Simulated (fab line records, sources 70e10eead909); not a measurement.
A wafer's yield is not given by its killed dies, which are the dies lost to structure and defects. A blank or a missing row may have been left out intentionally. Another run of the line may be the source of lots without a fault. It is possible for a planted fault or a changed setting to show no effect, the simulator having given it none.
Struck lot and sound lot, side by side + flow nand_harc + 14 out of 1302 route steps
Sound: these wafers, L331.2, L331.5, L331.6. Struck: wafers L338.1, L338.6 (left out: L338.2, a lot-mate that was not struck); the cause follows at the end.
Per side, at each step with rows, come the tool, then ch with its chambers, and then its first start. Under that, the readings that differ: sound wafers + struck wafers + difference of the means + sigmas: that difference in standard deviations of wafers without a fault.
alike: words and numbers the same on both sides, and readings whose means are apart by under 2 such deviations; not compared: readings that were withheld, readings missing a value for some wafer, numbers with overlapping values and no deviation given by the record, and bounds like >300 which may hide the same value.
A row with sigmas, a row that says differs or no value, or rows on one side alone: a step with any of these is where the two part. When numbers do not overlap yet have no deviation, they are printed without sigmas and do not part them. A reading that every wafer of one side lacks parts them only if that side has two wafers or more.

first, 1 step without rows for these wafers: NHARC_A_CHANNEL_HOLE_D2_STRIP_43 (strips in O2/COS).
NHARC_A_CHANNEL_HOLE_D2_ETCH_44: etches the open film in CF4/O2, target depth 140 nm, overetch 14 nm, time 77 s.
  sound on rie_diel-02 ch 0,1,2, day 17 04:47; struck on rie_diel-09 ch 1,3, day 21 02:49
  alike: drypump_motor_current_A, oes_product_au, rf_vpp_V, showerhead_plenum_p_Torr, throttle_valve_pct
  not compared: rf_hours_counter_h
NHARC_A_CHANNEL_HOLE_D2_STRIP_28: strips in O2.
  sound on rie_diel-02 ch 1,2; struck on rie_diel-09 ch 0,1
| reading               | sound             | struck      | difference | sigmas |
|-----------------------|-------------------|-------------|------------|--------|
| oes_product_au (a.u.) | 1.008 1.000 1.004 | 0.991 0.973 | -0.022     | -2     |
  alike: drypump_motor_current_A, rf_vpp_V, showerhead_plenum_p_Torr, throttle_valve_pct
  not compared: rf_hours_counter_h
then, 2 steps without rows for these wafers: NHARC_A_CHANNEL_HOLE_D2_PRECLEAN_29 (cleans in SC1); NHARC_A_CHANNEL_HOLE_D2_SRD_30.
NHARC_A_CHANNEL_HOLE_D2_CD_MEAS_31:
  struck on cd_sem-03, day 21 03:37; sound on cd_sem-01, day 17 05:36
  alike: cd_nm
NHARC_A_CHANNEL_HOLE_D2_XSEM_32:
  sound on xsem-01 ch 0, day 17 05:41; struck on xsem-01 ch 0, day 21 03:42
  alike: bot_cd_nm, bow_nm, tilt_deg
NHARC_A_CHANNEL_HOLE_D2_INSPECT_40:
  struck on defect_inspect-01, day 21 03:47; sound on defect_inspect-01, day 17 05:47
  alike: raw_defect_count
then, 2 steps without rows for these wafers: NHARC_A_CHANNEL_FILL_D2_PRECLEAN_00 (cleans in SC1); NHARC_A_CHANNEL_FILL_D2_SRD_01.
NHARC_A_CHANNEL_FILL_D2_ALD_02: deposits SiO2, target thk 6 nm, pulse time 10 s, ald cycles 60.
  sound on ald_hk-02 ch 0,1, day 17 05:58; struck on ald_hk-04 ch 0, day 21 03:59
  alike: heater_power_w, precursor_pulse_height_rel
  not compared: ald_cycles, since_wet_clean_h
NHARC_A_CHANNEL_FILL_D2_ALD_03: deposits SiNx, target thk 6 nm, pulse time 60 s, ald cycles 58.
  sound on ald_sin_batch-01 ch 0; struck on ald_sin_batch-02 ch 0
  alike: precursor_pulse_height_rel
  not compared: ald_cycles
NHARC_A_CHANNEL_FILL_D2_ALD_14: deposits SiO2, target thk 2.5 nm, pulse time 10 s, ald cycles 25.
  sound on ald_hk-04 ch 2,3, day 17 13:03; struck on ald_hk-04 ch 0, day 21 10:31
| reading    | sound    | struck | difference | sigmas |
|------------|----------|--------|------------|--------|
| ald_cycles | 25 25 25 | 21 21  | -4         |        |
  alike: heater_power_w, precursor_pulse_height_rel
  not compared: since_wet_clean_h
then, 1 step without rows for these wafers: NHARC_A_CHANNEL_FILL_D2_ALD_15 (deposits SiNx, target thk 2 nm, pulse time 60 s, ald cycles 19).

== WHERE THEY PART ==
Within this record, at NHARC_A_CHANNEL_HOLE_D2_STRIP_28 only. Later steps at which nothing parts them and some readings are alike: NHARC_A_CHANNEL_HOLE_D2_CD_MEAS_31, NHARC_A_CHANNEL_HOLE_D2_XSEM_32, NHARC_A_CHANNEL_HOLE_D2_INSPECT_40, NHARC_A_CHANNEL_FILL_D2_ALD_02, NHARC_A_CHANNEL_FILL_D2_ALD_03, NHARC_A_CHANNEL_FILL_D2_ALD_14.

WHY: whatever the simulator had introduced
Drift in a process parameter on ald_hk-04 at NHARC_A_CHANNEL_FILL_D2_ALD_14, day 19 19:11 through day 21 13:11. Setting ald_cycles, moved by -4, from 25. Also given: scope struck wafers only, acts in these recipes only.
